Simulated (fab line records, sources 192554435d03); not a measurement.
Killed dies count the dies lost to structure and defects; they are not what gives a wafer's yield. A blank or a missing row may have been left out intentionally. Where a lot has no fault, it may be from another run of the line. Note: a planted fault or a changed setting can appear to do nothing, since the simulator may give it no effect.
Struck lot and sound lot, side by side | flow n5Finfet | 13 out of 1938 route steps
Sound: the wafers L755.2, L755.3, L755.6. Wafers L750.1, L750.3, L750.4 were the ones struck. The cause is named last.
For every step that has rows: the tool of each side, followed by ch and its chambers, followed by its first start. Under that, the readings that differ: sound wafers | struck wafers | difference of the means | sigmas: that difference in standard deviations of wafers without a fault.
alike: same words and numbers on both sides, and readings whose means sit less than 2 such deviations apart. not compared: any withheld reading, any reading some wafer has no value for, any bound like >300 that may hide the same value, and any number with overlapping values for which the record gives no deviation.
The two part at a step that has a row with sigmas, a row that says differs or no value, or rows on one side only. Numbers that have no deviation but don't overlap get no sigmas and don't part them. A reading missing from all wafers of one side parts the sides only when that side holds two or more wafers.

first, 9 steps without rows for these wafers: N5_MOL_CONTACT_COAG_EBR_36; N5_MOL_CONTACT_COAG_SOFTBAKE_35 (time 60 s); N5_MOL_CONTACT_COAG_EXPOSE_37 (exposes mask VD, defocus 0 nm); N5_MOL_CONTACT_COAG_PEB_38 (peb time 60 s); N5_MOL_CONTACT_COAG_DEVELOP_39 (develop time 30 s); N5_MOL_CONTACT_COAG_DESCUM_45 (chemistry O2, time 7 s); N5_MOL_CONTACT_COAG_ETCH_65 (etches underlayer in N2/H2, target depth 13 nm, time 10.4 s); N5_MOL_CONTACT_COAG_ETCH_66 (etches SiARC in CF4, target depth 13 nm, time 21.7 s); N5_MOL_CONTACT_COAG_ALD_133 (deposits SiO2, target thk 5 nm, pulse time 1 s, co reactant pulse time 1 s).
N5_MOL_CONTACT_COAG_ETCHBACK_134: etches SiO2 in CHF3, target depth 10 nm, time 6.7 s.
  sound on rieDiel-06 ch 1,2, day 10 23:28; struck on rieDiel-06 ch 0,2,3, day 9 12:31
  no value came back on the struck wafers for any of 7 readings (CHF3_flow_sccm (sccm), biasW (W) and others); on the sound wafers CHF3_flow_sccm (sccm) reads 49.85 49.91 49.96
reading                                              | sound          | struck     | difference | sigmas
model.CAR-EUV_of_MOL_CONTACT_COAG_COAT_34.thkNm (nm) | 15.6 15.6 15.6 | 17 17 17.2 | +1         | 
  not compared: rfHoursCounterH
then, 1 step without rows for these wafers: N5_MOL_CONTACT_COAG_ETCH_67 (etches SOC in N2/H2, target depth 60 nm, overetch 21 nm, time 101.2 s).
N5_BEOL_M4_RC_MEAS_101:
  the record has rows for the sound wafers here (prober-01 ch 0, day 13 20:19) and none for the struck ones
-- here the record skips 7 days between the struck wafers' starts before and after, leaving off in module BEOL_M4 and picking up in module PASSIVATION (first step shown: number 1936 of the route) --
N5_PASSIVATION_PROBE_49:
  sound on prober-01 at day 18 00:28; struck on prober-02 at day 16 21:45
reading                 | sound          | struck         | difference | sigmas
defectLimitedYield (%)  | 90.4 89.2 92.3 | 0 0 0          | -91        | -70
killedAtContacts        | 6 7 11         | 1079 1088 1064 | +1069      | +99 or more
killedDies              | 113 127 91     | 1180 1180 1180 | +1070      | +67
killedOnRim             | 16 17 12       | 152 152 152    | +137       | +40
sort_bin_5_function (%) | 5.8 7.0 5.1    | 95.3 96.5 95.4 | +89.8      | +99 or more
sortNPass               | 1067 1053 1089 | 0 0 0          | -1070      | -67
sortYieldPct (%)        | 90.4 89.2 92.3 | 0 0 0          | -91        | -70
  alike: killed_at_M0_to_M3, killed_at_M4_up, killedAtFrontEnd, killedAtOther, killedOpen, killedShort, sort_bin_6_memory

WHERE THEY PART
First at N5_MOL_CONTACT_COAG_ETCHBACK_134; last, within this record, at N5_PASSIVATION_PROBE_49.

WHY: whatever the simulator had introduced
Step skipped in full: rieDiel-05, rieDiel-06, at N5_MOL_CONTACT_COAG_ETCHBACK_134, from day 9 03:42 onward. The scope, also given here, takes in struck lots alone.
